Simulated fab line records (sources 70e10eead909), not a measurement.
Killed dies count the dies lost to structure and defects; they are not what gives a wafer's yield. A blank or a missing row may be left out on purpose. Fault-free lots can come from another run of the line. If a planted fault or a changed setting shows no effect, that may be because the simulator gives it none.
Which tool did it? ; flow nandHarc ; 18 wafers from 6 lots sampled at 3 of the route's 1302 steps

## WHAT THE GAUGES READ, wafer by wafer
NHARC_P_M0_OVL_MEAS_10: pitch 180 nm.
lot;measured;on;overlayXNm (nm)
L268;day 9 07:50;overlay-01;-0.7 -0.5 -0.7
L276;day 12 03:36;overlay-01;-0.3 0.2 -0.6
L278;day 13 02:15;overlay-01;0.1 -0.4 0.6
L280;day 13 23:04;overlay-01;0.4 0.6 0.4
L282;day 14 18:19;overlay-02;0.3 1.1 0.2
L284;day 15 16:19;overlay-01;1.2 0.5 1.1

## WHAT TOOL EACH LOT RAN ON (gives the tool, then ch and the chambers of the sampled wafers, and finally the start)
lot;NHARC_P_GATE_RTA_64;NHARC_P_CONTACT_ALD_22
L268;rtpAnneal-01 ch 0, day 9 00:08;aldMetal-02 ch 0,2, day 9 05:02
L276;rtpAnneal-01 ch 0, day 11 20:23;aldMetal-01 ch 0,1,2, day 12 01:16
L278;rtpAnneal-02 ch 0, day 12 18:34;aldMetal-02 ch 1,2,3, day 12 23:37
L280;rtpAnneal-01 ch 0, day 13 15:55;aldMetal-01 ch 0,1,3, day 13 20:56
L282;rtpAnneal-01 ch 0, day 14 10:32;aldMetal-01 ch 0,2, day 14 16:03
L284;rtpAnneal-01 ch 0, day 15 09:02;aldMetal-02 ch 0,3, day 15 14:05
- NHARC_P_GATE_RTA_64: time 1 s.
- NHARC_P_CONTACT_ALD_22: deposits TiN, target thk 3 nm, pulse time 1 s, ald cycles 150.

## THE ANSWER, worked out from the rows above alone
Rule: what is usual is taken from the lots themselves. The widest of any qualifying gaps counts: lots, ordered by their means at a reading, are off when they make up no more than a third of the lots, leave a main group of 4 or more, and stand apart from it by 3 or more times the standard deviation of that group's means. Not used: any main group whose means are identical at the precision the tables above print for the reading. A lot without any number at a reading at which 4 lots or more have one is off too. All remaining lots with rows at the step are treated as sound.
None of the lots is off at any reading shown; this tells nothing.

## WHAT THE SIMULATOR HAD PUT IN
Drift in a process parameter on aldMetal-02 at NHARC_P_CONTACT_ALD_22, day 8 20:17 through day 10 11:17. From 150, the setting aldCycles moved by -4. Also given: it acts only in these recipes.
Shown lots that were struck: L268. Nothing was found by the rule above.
